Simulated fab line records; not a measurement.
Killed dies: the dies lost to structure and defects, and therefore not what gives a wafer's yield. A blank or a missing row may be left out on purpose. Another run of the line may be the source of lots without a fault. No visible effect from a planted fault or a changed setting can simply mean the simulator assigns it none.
fab line records || flow nandHarc
[record] {"lots": 5, "wafers": 15, "lastDay": 31}
route steps=1302 shown P_M1@298 P_M2@318 END@1302
lots untouched by any fault: they come from a run of this same line in which no faults occurred
startH: hours from the record's first day to the start of the lot's first wafer shown || waitH: how many hours have passed since the lot's step before this one || " unchanged from the row above || L1.1+2: a single row standing in for several wafers || - no value present, or no start provided || * or withheld: withheld || < > ~ a bound
route shown NAME@n: names a module that has steps shown in the file, with the first one's number in the route || usual: average and standard deviation across the fault-free wafers || same: alike in all rows || chamber/n: place in a boat || sites: readings site by site || _std_site: the standard deviation of these || _edge_site: mean of outer sites minus mean of inner sites || radiusMm: for every site, how far away it sits from the centre of the wafer || mask NAME#n: copy n || behind: the tool/chamber that last shaped the wafer || hold: why the lot went on hold/how many hours it stayed there/how the hold came to an end || device: transistor that didn't switch, given as n, p or np || end of line: the tests these same wafers got at the end of their route || step lacking rows: just its recipe || killed: count of dies lost to structure and defects at first sort (not the wafer's yield) || map: dies across one wafer; x = killed, . = not, _ = none there
set.NAME: the setting as run; set.NAME@STEP: as run at that earlier step || model.NAME: the simulator's own value behind a step, which no gauge read
a table for each step, a row for each wafer; lots at some steps of the route
services: from which hour (startH, from the record's first day; less than 0 if before it) a tool's chamber was out of use, for how many hours, and why
[[steps]]
[step NHARC_P_M1_DESCUM_14]
[recipe] {"timeS": 3, "o2FlowSccm": 200, "arFlowSccm": 0, "biasPowerW": 0, "chemistry": "O2"}
[step NHARC_P_M1_ETCH_35]
[recipe] {"targetDepthA": 400, "overetchA": 120, "timeS": 43.94, "ionEnergyEv": 200, "n2FlowSccm": 150, "h2FlowSccm": 150, "arFlowSccm": 0, "rfW": 400, "biasW": 150, "chemistry": "N2/H2"}
[step NHARC_P_M1_ETCH_15]
[recipe] {"targetDepthA": 1825, "timeS": 91.2, "c4f8FlowSccm": "withheld", "arFlowSccm": 400, "rfW": 600, "biasW": 300, "chemistry": "C4F8/Ar"}
[step NHARC_P_M1_STRIP_18]
[recipe] {"powerW": 1000, "n2FlowSccm": 150, "h2FlowSccm": 150, "arFlowSccm": 0, "biasW": 0, "chemistry": "N2/H2"}
[step NHARC_P_M1_ETCH_28]
[recipe] {"targetDepthA": 300, "overEtchFrac": 0.3, "timeS": 72.99, "ionEnergyEv": 150, "cf4FlowSccm": 50, "n2FlowSccm": 100, "arFlowSccm": 150, "rfW": 300, "biasW": 100, "chemistry": "CF4/N2"}
[step NHARC_P_M1_STRIP_19]
[recipe] {"timeS": 600, "tempC": 30, "chemistry": "postEtchResidueRemover"}
[step NHARC_P_M1_DEGAS_29]
[recipe] {"tempC": 250, "timeS": 60}
[step NHARC_P_M1_PRE_CLEAN_30]
[recipe] {"timeS": 30, "tempC": 280, "gas": "H2/He"}
[step NHARC_P_M1_PVD_20]
[recipe] {"targetThkA": 50, "biasV": 168.6, "powerW": 15000, "chamberPressurePa": 0.12, "timeS": 8.06, "substrateTempC": 50, "material": "TaN"}
[usual] {"substrateTempC": "50.02/0.11", "throttleValvePct": "30.2/1"}
{"lot.wafer": "L383.2", "tool": "pvdSputter-02", "chamber": "-", "startH": 180.16, "waitH": "-", "substrateTempC": 49.74, "throttleValvePct": 29.2}
{"lot.wafer": "L383.6", "tool": "pvdSputter-02", "chamber": "-", "startH": 180.16, "waitH": "-", "substrateTempC": 50.14, "throttleValvePct": 31.1}
{"lot.wafer": "L383.5", "tool": "pvdSputter-02", "chamber": "-", "startH": 180.16, "waitH": "-", "substrateTempC": 49.93, "throttleValvePct": 29.2}
{"lot.wafer": "L388.3", "tool": "pvdSputter-03", "chamber": "-", "startH": 233.94, "waitH": "-", "substrateTempC": 49.96, "throttleValvePct": 29.4}
{"lot.wafer": "L388.4", "tool": "pvdSputter-03", "chamber": "-", "startH": 233.94, "waitH": "-", "substrateTempC": 49.98, "throttleValvePct": 30.4}
{"lot.wafer": "L388.5", "tool": "pvdSputter-03", "chamber": "-", "startH": 233.94, "waitH": "-", "substrateTempC": 49.93, "throttleValvePct": 29.5}
{"lot.wafer": "L394.3", "tool": "pvdSputter-03", "chamber": "-", "startH": 289.42, "waitH": "-", "substrateTempC": 49.86, "throttleValvePct": 32.8}
{"lot.wafer": "L394.4", "tool": "pvdSputter-03", "chamber": "-", "startH": 289.42, "waitH": "-", "substrateTempC": 50.32, "throttleValvePct": 30.0}
{"lot.wafer": "L394.1", "tool": "pvdSputter-03", "chamber": "-", "startH": 289.42, "waitH": "-", "substrateTempC": 50.08, "throttleValvePct": 29.2}
{"lot.wafer": "L395.4", "tool": "pvdSputter-03", "chamber": "-", "startH": 303.50, "waitH": "-", "substrateTempC": 50.05, "throttleValvePct": 30.0}
{"lot.wafer": "L395.1", "tool": "pvdSputter-03", "chamber": "-", "startH": 303.50, "waitH": "-", "substrateTempC": 50.01, "throttleValvePct": 32.8}
{"lot.wafer": "L395.6", "tool": "pvdSputter-03", "chamber": "-", "startH": 303.50, "waitH": "-", "substrateTempC": 50.01, "throttleValvePct": 29.3}
{"lot.wafer": "L396.4", "tool": "pvdSputter-03", "chamber": "-", "startH": 309.00, "waitH": "-", "substrateTempC": 49.91, "throttleValvePct": 30.1}
{"lot.wafer": "L396.1", "tool": "pvdSputter-03", "chamber": "-", "startH": 309.00, "waitH": "-", "substrateTempC": 50.05, "throttleValvePct": 29.5}
{"lot.wafer": "L396.6", "tool": "pvdSputter-03", "chamber": "-", "startH": 309.00, "waitH": "-", "substrateTempC": 49.92, "throttleValvePct": 32.4}
[step NHARC_P_M1_PVD_21]
[recipe] {"targetThkA": 300, "chamberPressurePa": 5, "powerW": 5000, "substrateTempC": 30, "timeS": 20.49, "material": "Cu"}
[step NHARC_P_M1_ECD_22]
[recipe] {"targetThkA": 4000, "bathTempC": 25, "material": "Cu"}
[step NHARC_P_M1_ANNEAL_31]
[recipe] {"tempC": 225, "timeS": 90}
[step NHARC_P_M1_CMP_23]
[recipe] {"tOverpolishS": 20, "targetThkNm": 157.82}
[step NHARC_P_M1_SRD_25]
[step NHARC_P_M1_PRE_CLEAN_32]
[recipe] {"timeS": 12, "tempC": 370, "rfPowerW": 300, "gas": "NH3"}
[step NHARC_P_M1_DEP_33]
[recipe] {"targetThkA": 300, "tempC": 370, "targetThkNm": 30, "pressureTorr": 3, "flowSccm": 200, "rfW": 450, "material": "SiCN"}
[step NHARC_P_M2_DEP_00]
[recipe] {"targetThkA": 1825, "targetThkNm": 182.5, "tempC": "withheld", "pressureTorr": 5, "flowSccm": 200, "rfW": 600, "material": "SiOC"}
[step NHARC_P_M2_DEHYDRATE_01]
[recipe] {"tempC": 150, "timeS": 120}
[step NHARC_P_M2_HMDS_02]
[recipe] {"timeS": 30}
[step NHARC_P_M2_COAT_34]
[recipe] {"tempC": 200, "timeS": 65}
[step NHARC_P_M2_COAT_03]
[recipe] {"spinRpm": 1500, "resistThkNm": 90}
[step NHARC_P_M2_SOFTBAKE_04]
[recipe] {"tempC": 105, "timeS": 55}
[step NHARC_P_M2_EBR_05]
[step NHARC_P_M2_EXPOSE_06]
[recipe] {"na": 1.35, "targetCdNm": 170, "doseMj": 80.78, "maskId": "P_M2"}
[step NHARC_P_M2_PEB_07]
[recipe] {"pebTempC": 100, "pebTimeS": 65}
[step NHARC_P_M2_DEVELOP_08]
[recipe] {"developTimeS": 35, "devTempC": 23}
[step NHARC_P_M2_DESCUM_14]
[recipe] {"timeS": 3, "o2FlowSccm": 200, "arFlowSccm": 0, "biasPowerW": 0, "chemistry": "O2"}
[step NHARC_P_M2_ETCH_35]
[recipe] {"targetDepthA": 400, "overetchA": 120, "timeS": 43.94, "ionEnergyEv": 200, "n2FlowSccm": 150, "h2FlowSccm": 150, "arFlowSccm": 0, "rfW": 400, "biasW": 150, "chemistry": "N2/H2"}
[step NHARC_P_M2_ETCH_15]
[recipe] {"targetDepthA": 1825, "timeS": 91.2, "c4f8FlowSccm": "withheld", "arFlowSccm": 400, "rfW": 600, "biasW": 300, "chemistry": "C4F8/Ar"}
[step NHARC_P_M2_STRIP_18]
[recipe] {"powerW": 1000, "n2FlowSccm": 150, "h2FlowSccm": 150, "arFlowSccm": 0, "biasW": 0, "chemistry": "N2/H2"}
[step NHARC_P_M2_ETCH_28]
[recipe] {"targetDepthA": 300, "overEtchFrac": 0.3, "timeS": 72.99, "ionEnergyEv": 150, "cf4FlowSccm": 50, "n2FlowSccm": 100, "arFlowSccm": 150, "rfW": 300, "biasW": 100, "chemistry": "CF4/N2"}
[step NHARC_END_SORT_01]
[recipe] {"tempC": 25}
[usual] {"defectLimitedYield": "90.9/2.4", "killedAtArray": "56/17", "killedAtOther": "1.2/1.4", "killedAtPeriphery": "4/3.2", "killedDies": "61/16", "killedOpen": "3.6/2.1", "killedShort": "2.7/1.8"}
[same] {"grossDies": 677}
{"lot.wafer": "L383.2", "tool": "prober-02", "chamber": 0, "startH": 610.22, "waitH": 2.8, "defectLimitedYield[%]": 94.8, "killedAtArray": 26, "killedAtOther": 1, "killedAtPeriphery": 8, "killedDies": 35, "killedOpen": 6, "killedShort": 4}
{"lot.wafer": "L383.5", "tool": "prober-02", "chamber": 0, "startH": 612.62, "waitH": 3.7, "defectLimitedYield[%]": 95.0, "killedAtArray": 26, "killedAtOther": 1, "killedAtPeriphery": 7, "killedDies": 34, "killedOpen": 6, "killedShort": 3}
{"lot.wafer": "L383.6", "tool": "prober-02", "chamber": 0, "startH": 613.42, "waitH": 4.0, "defectLimitedYield[%]": 93.4, "killedAtArray": 27, "killedAtOther": 2, "killedAtPeriphery": 16, "killedDies": 45, "killedOpen": 6, "killedShort": 4}
{"lot.wafer": "L394.1", "tool": "prober-02", "chamber": 0, "startH": 721.63, "waitH": 2.5, "defectLimitedYield[%]": 78.6, "killedAtArray": 59, "killedAtOther": 1, "killedAtPeriphery": 85, "killedDies": 145, "killedOpen": 5, "killedShort": 2}
{"lot.wafer": "L394.3", "tool": "prober-02", "chamber": 0, "startH": 723.21, "waitH": 3.1, "defectLimitedYield[%]": 80.8, "killedAtArray": 50, "killedAtOther": 1, "killedAtPeriphery": 79, "killedDies": 130, "killedOpen": 1, "killedShort": 4}
{"lot.wafer": "L394.4", "tool": "prober-02", "chamber": 0, "startH": 724.01, "waitH": 3.4, "defectLimitedYield[%]": 78.6, "killedAtArray": 69, "killedAtOther": 2, "killedAtPeriphery": 74, "killedDies": 145, "killedOpen": 2, "killedShort": 0}
{"lot.wafer": "L395.1", "tool": "prober-02", "chamber": 0, "startH": 737.16, "waitH": 2.5, "defectLimitedYield[%]": 79.6, "killedAtArray": 49, "killedAtOther": 2, "killedAtPeriphery": 87, "killedDies": 138, "killedOpen": 6, "killedShort": 2}
{"lot.wafer": "L395.4", "tool": "prober-02", "chamber": 0, "startH": 739.57, "waitH": 3.4, "defectLimitedYield[%]": 80.8, "killedAtArray": 50, "killedAtOther": 0, "killedAtPeriphery": 80, "killedDies": 130, "killedOpen": 3, "killedShort": 0}
{"lot.wafer": "L395.6", "tool": "prober-02", "chamber": 0, "startH": 741.17, "waitH": 4.0, "defectLimitedYield[%]": 79.8, "killedAtArray": 52, "killedAtOther": 0, "killedAtPeriphery": 85, "killedDies": 137, "killedOpen": 7, "killedShort": 5}
{"lot.wafer": "L396.1", "tool": "prober-01", "chamber": 0, "startH": 738.42, "waitH": 2.5, "defectLimitedYield[%]": 77.8, "killedAtArray": 63, "killedAtOther": 0, "killedAtPeriphery": 87, "killedDies": 150, "killedOpen": 4, "killedShort": 1}
{"lot.wafer": "L396.4", "tool": "prober-01", "chamber": 0, "startH": 740.83, "waitH": 3.4, "defectLimitedYield[%]": 78.7, "killedAtArray": 65, "killedAtOther": 1, "killedAtPeriphery": 78, "killedDies": 144, "killedOpen": 3, "killedShort": 0}
{"lot.wafer": "L396.6", "tool": "prober-01", "chamber": 0, "startH": 742.43, "waitH": 4.0, "defectLimitedYield[%]": 80.9, "killedAtArray": 52, "killedAtOther": 0, "killedAtPeriphery": 77, "killedDies": 129, "killedOpen": 3, "killedShort": 2}
// killed by level:class
L383.2 A_CHANNEL_HOLE_D2:chamberFilmFlake=8 P_BONDPAD:chamberFilmFlake=5 A_STAIRCASE:chamberFilmFlake=4 A_WL_FILL:geometricParticle:short=2 A_CHANNEL_HOLE_D1:chamberFilmFlake=2 A_DECK1_JOINT:chamberFilmFlake=2 P_GATE:geometricParticle:open=1 A_ONON_D1:geometricParticle:short=1
L383.5 A_CHANNEL_HOLE_D2:chamberFilmFlake=12 P_STI:chamberFilmFlake=3 A_CHANNEL_HOLE_D1:chamberFilmFlake=3 P_M0:geometricParticle:open=2 A_ONON_D2:geometricParticle:open=2 P_BONDPAD:chamberFilmFlake=2 A_ONON_D1:geometricParticle:short=1 A_DECK1_JOINT:geometricParticle:short=1
L383.6 A_CHANNEL_HOLE_D2:chamberFilmFlake=10 P_STI:chamberFilmFlake=4 P_BONDPAD:chamberFilmFlake=3 P_ZERO_WELL:chamberFilmFlake=3 P_GATE:chamberFilmFlake=3 A_CHANNEL_HOLE_D1:chamberFilmFlake=3 P_GATE:geometricParticle:open=2 A_CHANNEL_FILL_D2:geometricParticle:short=2
L394.1 P_M1:unspecified=81 A_SLIT:chamberFilmFlake=28 A_CHANNEL_HOLE_D1:chamberFilmFlake=23 A_STAIRCASE:chamberFilmFlake=3 P_M0:geometricParticle:open=2 P_CONTACT:geometricParticle:short=1 A_SOURCE_PLATE:geometricParticle:open=1 A_CHANNEL_HOLE_D1:geometricParticle:open=1
L394.3 P_M1:unspecified=76 A_SLIT:chamberFilmFlake=35 A_CHANNEL_HOLE_D1:chamberFilmFlake=7 A_STAIRCASE:chamberFilmFlake=3 A_WL_FILL:geometricParticle:short=2 P_M0:chamberFilmFlake=2 A_CHANNEL_HOLE_D1:geometricParticle:short=1 A_CHANNEL_FILL_D1:geometricParticle:short=1
L394.4 P_M1:unspecified=71 A_SLIT:chamberFilmFlake=33 A_CHANNEL_HOLE_D1:chamberFilmFlake=28 THIN_TSV:chamberFilmFlake=2 P_M0:chamberFilmFlake=2 A_STAIRCASE:chamberFilmFlake=2 A_WL_FILL:chamberFilmFlake=2 A_CHANNEL_FILL_D2:chamberFilmFlake=1
L395.1 P_M1:unspecified=83 A_CHANNEL_HOLE_D2:chamberFilmFlake=26 A_CHANNEL_HOLE_D1:chamberFilmFlake=7 A_BONDPAD:chamberFilmFlake=3 A_ONON_D1:geometricParticle:open=2 A_CONTACT:chamberFilmFlake=2 THIN_TSV:chamberFilmFlake=2 P_M0:geometricParticle:open=1
L396.1 P_M1:unspecified=78 A_SLIT:chamberFilmFlake=34 A_CHANNEL_HOLE_D1:chamberFilmFlake=12 A_STAIRCASE:chamberFilmFlake=5 P_ZERO_WELL:chamberFilmFlake=3 P_BONDPAD:chamberFilmFlake=3 A_CONTACT:chamberFilmFlake=3 A_BONDPAD:chamberFilmFlake=2
L395.4 P_M1:unspecified=76 A_CHANNEL_HOLE_D2:chamberFilmFlake=21 A_CHANNEL_HOLE_D1:chamberFilmFlake=8 A_CONTACT:chamberFilmFlake=8 A_SLIT:chamberFilmFlake=5 P_STI:chamberFilmFlake=2 A_DECK1_JOINT:chamberFilmFlake=2 A_ONON_D1:geometricParticle:open=1
L396.4 P_M1:unspecified=74 A_SLIT:chamberFilmFlake=32 A_CHANNEL_HOLE_D1:chamberFilmFlake=19 A_STAIRCASE:chamberFilmFlake=4 A_BONDPAD:chamberFilmFlake=3 P_ZERO_WELL:chamberFilmFlake=2 P_BONDPAD:chamberFilmFlake=2 A_WL_FILL:chamberFilmFlake=2
L395.6 P_M1:unspecified=79 A_CHANNEL_HOLE_D2:chamberFilmFlake=22 A_CHANNEL_HOLE_D1:chamberFilmFlake=9 A_SLIT:chamberFilmFlake=5 P_STI:chamberFilmFlake=3 A_CONTACT:chamberFilmFlake=3 A_SOURCE_PLATE:geometricParticle:short=2 A_CONTACT:geometricParticle:open=2
L396.6 P_M1:unspecified=73 A_SLIT:chamberFilmFlake=25 A_CHANNEL_HOLE_D1:chamberFilmFlake=10 P_BONDPAD:chamberFilmFlake=3 A_STAIRCASE:chamberFilmFlake=3 A_WL_FILL:chamberFilmFlake=3 A_CONTACT:chamberFilmFlake=3 A_BONDPAD:chamberFilmFlake=2
// map L394.1 (x killed, . not)
____________.____________
_________......._________
_______..........._______
______.............______
_____..............._____
____....x...x........____
____..........x......____
___..........xx.x...x.___
___..........xxx......___
__.......x.xxxxxx......__
__.......xxxxxxxx.x....__
_.........xxxxxxxx..xx.._
_.........xxxxxxx......._
_........xxxxxxx.x.....x_
_.........xxxxxxx......._
_.........xxxxxxx......._
..........xxxxxxx........
........xxxxxxxxx........
............xxxxx........
............x......xx....
...............xx.x......
_...................x..._
_.................xxx..._
_................x..xx.._
_...x..........x..xxxxx._
_....x............xx...._
__.xxx...........xxxx.x__
__x.xx..........x.....x__
___xxx...........xxx.x___
___xxxx...........x...___
____xxxx...........x.____
____xxx..............____
_____.xx............_____
______.............______
_______..........._______
_________......._________
____________.____________
// map L395.1 (x killed, . not)
____________.____________
_________......._________
_______..........._______
______.............______
_____........x......_____
____.................____
____.................____
___...................___
___...x...............___
__.......x.............__
__....x..............x.__
_.............x.x......._
_............x..x...x..._
_......................x_
_......x................_
_....................x.._
........................x
............x...........x
x........................
.........................
......x...........x.x....
_......x..x......x.x.x.._
_....xxxx.x.........x..._
_..x.xxxxxx.......xx.x.._
_....xxxxxx......xxxxx.._
_.x.xxxxxxxx.....xxx.x.._
__xxxxxxxxx......xx.xx.__
__..xxxxxxx......xxx...__
___.xxxxxxxx......xxx.___
___xxxxxxxx....xx..x..___
____xxxxxxxx.......x.____
____xxxxxxxx.....x...____
_____xxxx..........._____
______..x.x...x....______
_______.xx........_______
_________x......_________
____________.____________
[[services]]
{"tool": "pvdSputter-03", "chamber": "-", "startH": 170.00, "hours": 10.0, "kind": "pm"}
{"tool": "pvdSputter-02", "chamber": "-", "startH": 268.20, "hours": 1.1, "kind": "repair"}
{"tool": "pvdSputter-02", "chamber": "-", "startH": 282.05, "hours": 10.0, "kind": "pm"}
[[key]]
[firstSign] {"step": "NHARC_END_SORT_01", "reading": "killedAtPeriphery", "direction": "up", "sigmas": 24, "usual": 4, "struck": 81}
[effect] {"step": "NHARC_END_SORT_01", "reading": "defectLimitedYield", "direction": "down", "sigmas": 4.7, "usual": 90.9, "struck": 79.5}
[moreKillsBornAt] {"NHARC_P_M1_PVD_20@pvdSputter-03": 691}
metAt NHARC_P_M1_PVD_20
struckWafers L394.1,L394.3,L394.4,L395.1,L395.4,L395.6,L396.1,L396.4,L396.6
onsetBetween 233.94 289.42
alsoFits time
[fault] {"kind": "chamberParticleSource", "tool": "pvdSputter-03", "chamber": "-", "onsetH": 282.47, "steps": "NHARC_P_M1_PVD_20", "ratePerVisitCm2": 0.77611, "endH": 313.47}
